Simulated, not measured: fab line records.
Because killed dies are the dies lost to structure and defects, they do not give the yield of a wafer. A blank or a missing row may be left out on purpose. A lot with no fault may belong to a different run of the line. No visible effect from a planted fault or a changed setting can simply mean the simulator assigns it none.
Lot-split experiment    flow n5 finfet    route with 1938 steps; 7 lots, 21 wafers read

## THE SPLIT ITSELF
At N5_BEOL_M11_TRENCH_ETCH_37 (etches SiCOH lowk in C4F6/O2, target depth 148.83 nm, time 48 s), the setting time s was moved away from the recipe's 48 s on 5 of the 21 wafers read, by -8.5% to +11.7%. This setting was run at the recipe's value on the other wafers.

The reading comes from the split's own step.

## THE READING
BEOL_M11.feature depth nm (the simulator's own value, which no gauge read), in nm, at N5_BEOL_M11_TRENCH_ETCH_37 (etches SiCOH lowk in C4F6/O2, target depth 148.83 nm, time 48 s). There is no usual value for it anywhere in the file. Across the 16 wafers here that went through the recipe, the average is 147.2 nm and the standard deviation 2.1 nm.

wafer   tool, chamber at the split  time s as run, s  against the recipe  BEOL_M11.feature depth nm, nm  against lot-mates on the recipe
L082.4  rie diel-05, 2              48                recipe              148.8                          -
L082.5  rie diel-05, 1              48                recipe              143                            -
L082.6  rie diel-05, 0              48                recipe              145.6                          -
L088.2  rie diel-05, 0              48                recipe              144.4                          -
L088.3  rie diel-05, 3              48                recipe              147.4                          -
L088.5  rie diel-05, 3              48                recipe              148                            -
L092.3  rie diel-04, 3              48                recipe              148.8                          -
L092.4  rie diel-04, 0              48                recipe              146.4                          -
L092.6  rie diel-04, 0              48                recipe              146.8                          -
L090.2  rie diel-05, 2              52.79             +10.0%              161.2                          +15.3
L090.4  rie diel-05, 1              48                recipe              147                            -
L090.6  rie diel-05, 0              48                recipe              144.8                          -
L091.1  rie diel-04, 1              43.94             -8.5%               138.8                          -12.8
L091.4  rie diel-04, 2              48                recipe              151.6                          -
L091.6  rie diel-04, 2              43.94             -8.5%               139                            -12.6
L095.1  rie diel-05, 1              48                recipe              148.2                          -
L095.2  rie diel-05, 3              48                recipe              149.8                          -
L095.5  rie diel-05, 2              48                recipe              146.6                          -
L096.1  rie diel-04, 0              53.61             +11.7%              164.6                          +17.0
L096.3  rie diel-04, 2              53.61             +11.7%              167.8                          +20.2
L096.5  rie diel-04, 0              48                recipe              147.6                          -

FIT RESULTS
A straight line over all 21 wafers: BEOL_M11.feature depth nm changes by +1.39 nm for each +1% of time s; r = +0.95; the points scatter about the line by 2.4 nm.
The same after taking each lot's own level away (the mean of its wafers on the recipe; 21 wafers): +1.55 nm for each +1%; r = +0.98; scatter 1.5 nm.
According to that fit, moving time s by its largest amount changes the reading by 18 nm.
The span of the lots' own levels, 145.80 to 151.60 nm, comes to 2.8 times the standard deviation stated above.
So the lot-to-lot level changes the slope: the two fits differ.
Check: with one of the wafers moved furthest among these (+11.7%) left out of the fit, the line predicts +18.7 nm for it against its lot-mates. Against them it came out at +17 nm.

## THE OTHER SPLITS THESE WAFERS WENT THROUGH
These wafers also went through other splits before the reading. Each is held against what the fit with the lots' levels taken away leaves over:
other split on the same wafers        wafers away from the commonest value  r with BEOL_M11.feature depth nm (lot level and that fit taken away)
N5_BEOL_M4_PECVD_72 time s            8                                     -0.34
N5_BEOL_M5_ETCH_41 source w           6                                     -0.20
N5_BEOL_M6_TRENCH_ETCH_37 bias w      7                                     -0.31
N5_BEOL_M7_VIA_ETCH_34 time s         6                                     -0.25
N5_BEOL_M8_PEB_09 peb time s          7                                     -0.15
N5_BEOL_M8_DEVELOP_10 develop time s  6                                     -0.37
N5_BEOL_M9_ILD_DEP_00 time s          7                                     +0.01

## THE WHOLE CHAIN: every reading that the file lists as answering this split, in the file's order
step                        what it does                                                     reading                                                                     change (the file's fit)               r (the file's)
N5_BEOL_M11_TRENCH_ETCH_37  etches SiCOH lowk in C4F6/O2, target depth 148.83 nm, time 48 s  etch.depth nm (the simulator's own value, which no gauge read)              +1.55 nm for each +1% of the setting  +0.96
N5_BEOL_M11_TRENCH_ETCH_37  etches SiCOH lowk in C4F6/O2, target depth 148.83 nm, time 48 s  BEOL_M11.feature depth nm (the simulator's own value, which no gauge read)  +1.55 nm for each +1% of the setting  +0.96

## THE FILE'S OWN FIT
BEOL_M11.feature depth nm changes by +1.55 nm for each +1% of time s, r = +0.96.
